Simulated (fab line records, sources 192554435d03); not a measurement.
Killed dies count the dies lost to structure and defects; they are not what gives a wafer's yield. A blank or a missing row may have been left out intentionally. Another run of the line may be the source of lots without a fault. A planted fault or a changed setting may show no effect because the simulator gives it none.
Split-lot experiment | flow n5Finfet | 7 lots, 21 wafers read, on a route of 1938 steps

== ABOUT THE SPLIT ==
At N5_BEOL_M5_ILD_DEP_00 (deposits SiCOH lowk from DEMS/porogen, target thk 140.64 nm, time 25.9 s), the setting timeS was moved away from the recipe's 25.9 s on 3 of the 21 wafers read, by -14.1% to +9.7%. The other wafers ran this setting at the recipe's value.

== FROM THE SPLIT TO THE READING: what the file shows between them, 1 step ==
- N5_BEOL_M5_CURE_79: cures SiCOH lowk, time 240 s

== THE READING ==
M5_ILD_THK, in nm, at N5_BEOL_M5_THK_MEAS_01. A value of 121.0 nm with a standard deviation of 1.4 nm is what fault-free wafers of this fab line usually give.

wafer  | tool, chamber at the split | timeS as run, s | against the recipe | M5_ILD_THK, nm | against lot-mates on the recipe
L074.1 | pecvd-02, 0                | 28.4            | +9.7%              | 133.1          | +11.6
L074.2 | pecvd-02, 1                | 25.9            | recipe             | 121.4          | -
L074.6 | pecvd-02, 0                | 25.9            | recipe             | 121.5          | -
L075.1 | pecvd-01, 1                | 25.9            | recipe             | 118.4          | -
L075.2 | pecvd-01, 0                | 25.9            | recipe             | 118.5          | -
L075.3 | pecvd-01, 0                | 25.9            | recipe             | 119.8          | -
L082.2 | pecvd-02, 1                | 25.9            | recipe             | 119.3          | -
L082.3 | pecvd-02, 0                | 27.5            | +6.2%              | 125.9          | +5.4
L082.5 | pecvd-02, 2                | 25.9            | recipe             | 121.8          | -
L084.2 | pecvd-01, 1                | 25.9            | recipe             | 119.2          | -
L084.3 | pecvd-01, 2                | 25.9            | recipe             | 120.9          | -
L084.6 | pecvd-01, 1                | 22.24           | -14.1%             | 105.9          | -14.2
L087.1 | pecvd-03, 1                | 25.9            | recipe             | 119.2          | -
L087.2 | pecvd-03, 2                | 25.9            | recipe             | 120.5          | -
L087.5 | pecvd-03, 0                | 25.9            | recipe             | 121.3          | -
L085.1 | pecvd-02, 1                | 25.9            | recipe             | 120.0          | -
L085.4 | pecvd-02, 1                | 25.9            | recipe             | 121.8          | -
L085.6 | pecvd-02, 2                | 25.9            | recipe             | 122.8          | -
L097.1 | pecvd-02, 2                | 25.9            | recipe             | 121.3          | -
L097.2 | pecvd-02, 1                | 25.9            | recipe             | 122.3          | -
L097.5 | pecvd-02, 2                | 25.9            | recipe             | 122.1          | -

THE FIT
A straight line over all 21 wafers: M5_ILD_THK changes by +1.09 nm for each +1% of timeS; r = +0.96; the points scatter about the line by 1.4 nm.
The same after taking each lot's own level away (the mean of its wafers on the recipe; 21 wafers): +1.04 nm for each +1%; r = +0.98; scatter 0.94 nm.
The reading moves by 15 nm for the largest change in timeS, on that fit.
Measured against the standard deviation above, the lots' own levels, which go from 118.90 to 121.90 nm, span 2.1 times it.
The two slopes agree, so the slope changes little with the lot-to-lot level.
Check: with one of the wafers moved furthest among these (-14.1%) left out of the fit, the line predicts -15.7 nm for it against its lot-mates. It came out at -14.2 nm against them.

== OTHER SPLITS ON THESE WAFERS ==
These wafers also went through other splits before the reading. Each is held against what the fit with the lots' levels taken away leaves over:
other split on the same wafers | wafers away from the commonest value | r with M5_ILD_THK (lot level and that fit taken away)
N5_BEOL_M4_ETCH_64 biasW       | 12                                   | -0.19
N5_BEOL_M4_COAT_67 spinRpm     | 8                                    | -0.02

== THE WHOLE CHAIN: every reading that the file lists as answering this split, in the file's order ==
step                   | what it does                                                             | reading                                                                                 | change (the file's fit)              | r (the file's)
N5_BEOL_M5_ILD_DEP_00  | deposits SiCOH lowk from DEMS/porogen, target thk 140.64 nm, time 25.9 s | SiCOH_lowk_of_BEOL_M5_ILD_DEP_00.thkNm (the simulator's own value, which no gauge read) | +1.21 nm for each +1% of the setting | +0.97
N5_BEOL_M5_CURE_79     | cures SiCOH lowk, time 240 s                                             | SiCOH_lowk_of_BEOL_M5_ILD_DEP_00.thkNm (the simulator's own value, which no gauge read) | +1.04 nm for each +1% of the setting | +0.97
N5_BEOL_M5_THK_MEAS_01 |                                                                          | M5_ILD_THK                                                                              | +1.05 for each +1% of the setting    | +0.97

== THE FILE'S OWN FIT ==
M5_ILD_THK changes by +1.05 nm for each +1% of timeS, r = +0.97.
